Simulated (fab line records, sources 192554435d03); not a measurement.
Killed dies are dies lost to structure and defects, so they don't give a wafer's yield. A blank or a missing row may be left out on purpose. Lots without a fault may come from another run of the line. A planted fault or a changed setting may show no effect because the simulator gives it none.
A struck lot beside a sound one | flow n5_finfet | 19 steps out of a route of 1938
Sound: wafers L612.1, L612.3, L612.4. Struck: wafers L614.1, L614.2, L614.5. The cause comes at the end.
At each step with rows: each side's tool, then ch and its chambers, then its first start. Under that, the readings that differ: sound wafers | struck wafers | difference of the means | sigmas: that difference in standard deviations of wafers without a fault.
alike: readings whose means differ by less than 2 such deviations, and words and numbers that are the same on both sides. not compared: withheld readings, readings that some wafer has no value for, bounds like >300 that may hide the same value, and numbers for which the record gives no deviation and whose values overlap.
The two part at a step that has a row with sigmas, a row that says differs or no value, or rows on one side only. Numbers that don't overlap but have no deviation are shown without sigmas and don't part them. A reading that every wafer of one side lacks parts them only if that side has two wafers or more.

first, 3 steps without rows for these wafers: N5_DUMMY_REMOVAL_PRECLEAN_04 (cleans in DHF, time 37 s); N5_DUMMY_REMOVAL_SRD_05 (time 30 s); N5_HKMG_FIN_IL_REGROW_00 (material SiO2, chemistry O3, target thk 0.75 nm, time 30 s).
N5_HKMG_FIN_HK_ALD_01: deposits HfO2, target thk 1.6 nm, pulse time 3 s, purge time 3 s.
  sound on ald_hk-03 ch 1,2,3, day 4 17:01; struck on ald_hk-03 ch 0,2, day 5 04:43
  alike: precursor_pulse_height_rel
N5_HKMG_FIN_HK_ANNEAL_02: time 30 s.
  sound on rtp_anneal-02 ch 0, day 4 17:12; struck on rtp_anneal-02 ch 0, day 5 04:55
  alike: lamp_power_pct, wafer_temp_C_max
N5_HKMG_FIN_ALD_74: deposits La2O3, target thk 0.5 nm, pulse time 6 s, co reactant pulse time 1 s.
  sound on ald_hk-01 ch 0,1,2, day 4 17:25; struck on ald_hk-01 ch 0,1, day 5 05:07
  alike: heater_power_w, precursor_pulse_height_rel
N5_HKMG_FIN_ALD_75: deposits Al2O3, target thk 1 nm, co reactant pulse time 1 s.
  sound on ald_hk-01 ch 0,1,2, day 4 17:29; struck on ald_hk-01 ch 0,1, day 5 05:12
  alike: heater_power_w, precursor_pulse_height_rel
then, 5 steps without rows for these wafers: N5_HKMG_FIN_COAT_41 (time 60 s, resist thk 300 nm); N5_HKMG_FIN_COAT_42 (time 60 s, resist thk 35 nm); N5_HKMG_FIN_COAT_43 (resist thk 90 nm); N5_HKMG_FIN_EBR_45; N5_HKMG_FIN_SOFTBAKE_44 (time 60 s).
N5_HKMG_FIN_EXPOSE_46: exposes mask NDIPOLE.
  sound on arfi_scanner-01 ch 0, day 4 17:50; struck on arfi_scanner-01 ch 0, day 5 05:25
  reading              | sound             | struck            | difference | sigmas
  exposure_dose_mJ_cm2 | 40.07 39.96 40.04 | 41.99 41.94 41.98 | +1.95      | +50
  alike: mask
then, 2 steps without rows for these wafers: N5_HKMG_FIN_PEB_47 (peb time 60 s); N5_HKMG_FIN_DEVELOP_48 (develop time 30 s).
N5_HKMG_FIN_CD_MEAS_49: target cd 202 nm.
  sound on cd_sem-02 ch 0, day 4 17:58; struck on cd_sem-02 ch 0, day 5 05:32
  reading    | sound             | struck            | difference | sigmas
  cd_nm (nm) | 201.9 201.0 202.6 | 206.0 206.9 205.9 | +4.4       | +6
N5_HKMG_FIN_OVL_MEAS_50:
  sound on overlay-02 ch 0, day 4 17:59; struck on overlay-01 ch 0, day 5 05:34
  alike: NDIPOLE_OVL
-- the record jumps here: 4 days lie between the struck wafers' starts before and after (it left off in module HKMG_FIN and takes up again in module BEOL_M4, whose first step shown is number 1111 of the route) --
N5_BEOL_M4_RC_MEAS_101:
  sound on prober-02 ch 0, day 8 13:04; struck on prober-02 ch 0, day 9 05:48
  alike: DIBL_N, DIBL_P, IOFF_N, IOFF_P, ION_N, ION_P, SS_N, SS_P, VT_N, VT_P
then, 1 step without rows for these wafers: N5_PASSIVATION_PROBE_49.

WHERE THEY PART
First at N5_HKMG_FIN_EXPOSE_46; last, within this record, at N5_HKMG_FIN_CD_MEAS_49. Later steps at which nothing parts them and some readings are alike: N5_HKMG_FIN_OVL_MEAS_50, N5_BEOL_M4_RC_MEAS_101.

WHY: what the simulator had put in
Process parameter drift: arfi_scanner-01, from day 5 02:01 on, at N5_HKMG_FIN_EXPOSE_46. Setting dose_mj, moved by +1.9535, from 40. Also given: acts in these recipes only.
